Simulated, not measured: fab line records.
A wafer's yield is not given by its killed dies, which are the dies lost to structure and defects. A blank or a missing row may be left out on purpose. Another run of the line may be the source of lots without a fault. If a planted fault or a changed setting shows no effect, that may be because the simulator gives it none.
Chamber matching | flow nand-harc | NHARC_P_M2_DESCUM_14 on rie-diel-07: 4 sister chambers
The step chemistry O2, time 3 s. 14 wafers are shown with their chamber, then 7 later ones without.

== EACH WAFER AND ITS CHAMBER ==
wafer  | chamber | showerhead-plenum-p-Torr (Torr) | throttle-valve-pct (%) | oes-product-au (a.u.)
L186.2 | 2       | 2.01                            | 11.304                 | 1.011
L186.5 | 2       | 2.01                            | 11.299                 | 1.008
L186.6 | 1       | 1.84                            | 11.312                 | 1.006
L185.2 | 0       | 1.97                            | 11.319                 | 0.999
L185.3 | 1       | 1.84                            | 11.317                 | 0.999
L185.4 | 2       | 2.01                            | 11.313                 | 0.994
L187.2 | 1       | 1.84                            | 11.318                 | 1.018
L187.3 | 0       | 1.97                            | 11.309                 | 1.008
L187.5 | 0       | 1.97                            | 11.297                 | 1.017
L188.2 | 1       | 1.84                            | 11.311                 | 1.002
L188.4 | 3       | 2.00                            | 11.306                 | 0.998
L188.6 | 2       | 2.01                            | 11.292                 | 1.003
L192.1 | 1       | 1.83                            | 11.318                 | 0.999
L192.3 | 2       | 2.01                            | 11.307                 | 0.998

SIGNATURES (averages over the wafers above)
reading                  | chamber 0 | chamber 1 | chamber 2 | chamber 3 | scatter within a chamber
showerhead-plenum-p-Torr | 1.9700    | 1.8380    | 2.0100    | 2.0000    | 0.00283
throttle-valve-pct       | 11.30833  | 11.31520  | 11.30300  | 11.30600  | 0.00737
oes-product-au           | 1.00800   | 1.00480   | 1.00280   | 0.99800   | 0.00779
Rule: distance of a wafer from a chamber = root of the sum over the readings of ((wafer's reading minus chamber's mean) / reading's scatter) squared. The wafer belongs to the nearest chamber; if the next one is less than 2 further off, it can't be placed. The scatter is the square root of a quotient: the sum, over the shown wafers, of each reading's squared deviation from its chamber's mean, divided by wafers minus chambers.

== WAFERS MISSING THEIR CHAMBER ==
wafer  | showerhead-plenum-p-Torr (Torr) | throttle-valve-pct (%) | oes-product-au (a.u.)
L192.5 | 1.84                            | 11.306                 | 0.998
L202.3 | 2.00                            | 11.313                 | 0.991
L202.5 | 1.83                            | 11.331                 | 0.997
L202.6 | 2.01                            | 11.311                 | 1.000
L206.2 | 2.00                            | 11.323                 | 1.010
L206.3 | 1.83                            | 11.302                 | 0.997
L206.6 | 2.00                            | 11.316                 | 1.001

== WHICH CHAMBER EACH ONE RAN IN ==
wafer  | from the rows above     | in truth
L192.5 | 1                       | 1
L202.3 | 3                       | 3
L202.5 | 1                       | 1
L202.6 | 2                       | 2
L206.2 | can't be placed: 3 or 2 | 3
L206.3 | 1                       | 1
L206.6 | 3                       | 3
Correctly placed: 6 of 7. Cannot be placed on the basis of these rows: 1; the candidates contain the true chamber in 1. Placed wrongly: 0.
